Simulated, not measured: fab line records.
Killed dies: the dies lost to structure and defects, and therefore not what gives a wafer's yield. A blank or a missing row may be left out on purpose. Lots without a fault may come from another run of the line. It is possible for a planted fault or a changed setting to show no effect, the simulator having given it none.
The tool behind it: which one? + flow nand harc + route of 1302 steps, sampled at 1 step: 13 lots, 39 wafers

== WHAT EACH GAUGE READ, for each wafer ==
NHARC_A_M1_OVL_MEAS_10: pitch 240 nm.
| lot  | measured     | on         | overlay x nm (nm) | overlay y nm (nm) |
|------|--------------|------------|-------------------|-------------------|
| L602 | day 22 18:44 | overlay-02 | 0.9 0.4 1.4       | 0.4 0.3 0.4       |
| L601 | day 23 10:40 | overlay-02 | 1.6 1.8 1.4       | -2.0 -1.2 -1.5    |
| L608 | day 26 11:43 | overlay-02 | -0.2 -0.3 -0.5    | 0.3 0.0 -0.1      |
| L611 | day 27 22:22 | overlay-01 | -0.3 -0.1 -0.5    | -1.0 -0.6 -0.2    |
| L612 | day 28 03:58 | overlay-01 | -0.2 0.3 0.1      | -0.4 0.1 -0.3     |
| L614 | day 28 05:44 | overlay-02 | 1.3 1.1 1.3       | -1.5 -1.4 -1.1    |
| L617 | day 30 08:01 | overlay-02 | -0.5 0.2 -0.2     | -0.9 -0.7 -0.5    |
| L619 | day 30 09:58 | overlay-02 | -0.2 0.1 -0.1     | -1.3 -0.8 -0.6    |
| L620 | day 31 02:29 | overlay-02 | 1.5 1.6 1.5       | -0.3 -0.9 -1.1    |
| L622 | day 31 08:27 | overlay-02 | -0.1 0.1 0.5      | 0.8 -0.3 0.4      |
| L621 | day 31 09:35 | overlay-01 | -0.2 0.0 0.2      | 1.5 1.3 1.8       |
| L623 | day 31 20:45 | overlay-01 | -0.2 -0.5 -0.8    | 0.1 0.8 0.5       |
| L624 | day 32 15:26 | overlay-02 | -2.1 -1.7 -1.9    | 1.6 1.6 2.3       |

== TOOL THAT RAN EACH LOT (tool first, then ch and the chambers of the sampled wafers, then the start) ==
The record holds no process step before these readings.

== AS READ BY THE TOOLS THEMSELVES (means over the sampled wafers that have a number; for cases with no such wafer, the mark the record gives instead) ==
The record holds no such reading with a usual standard deviation.

== THE ANSWER, worked out from the rows above alone ==
Rule: the usual values come from the lots themselves. Put in order of their means at a reading, lots are off if they are a third of the lots or fewer, leave a main group of 4 or more, and stand apart from it by a gap of 3 or more times the standard deviation of the main group's means; of several such gaps the widest counts. Not used: any main group whose means are identical at the precision the tables above print for the reading. Also off: a lot with no number at a reading for which 4 or more lots have one. Where the step has rows for the other lots, those lots are counted as sound. Order of review: gauges by route order, followed by the tools' own readings, for which a lot's mean as printed above is used. At the first step where some lot is off, the reading lying furthest off is the one used; lots without a number count as furthest.
Across all readings shown, no lot is off: no conclusion can be drawn from this.

== WHAT THE SIMULATOR HAD INSERTED ==
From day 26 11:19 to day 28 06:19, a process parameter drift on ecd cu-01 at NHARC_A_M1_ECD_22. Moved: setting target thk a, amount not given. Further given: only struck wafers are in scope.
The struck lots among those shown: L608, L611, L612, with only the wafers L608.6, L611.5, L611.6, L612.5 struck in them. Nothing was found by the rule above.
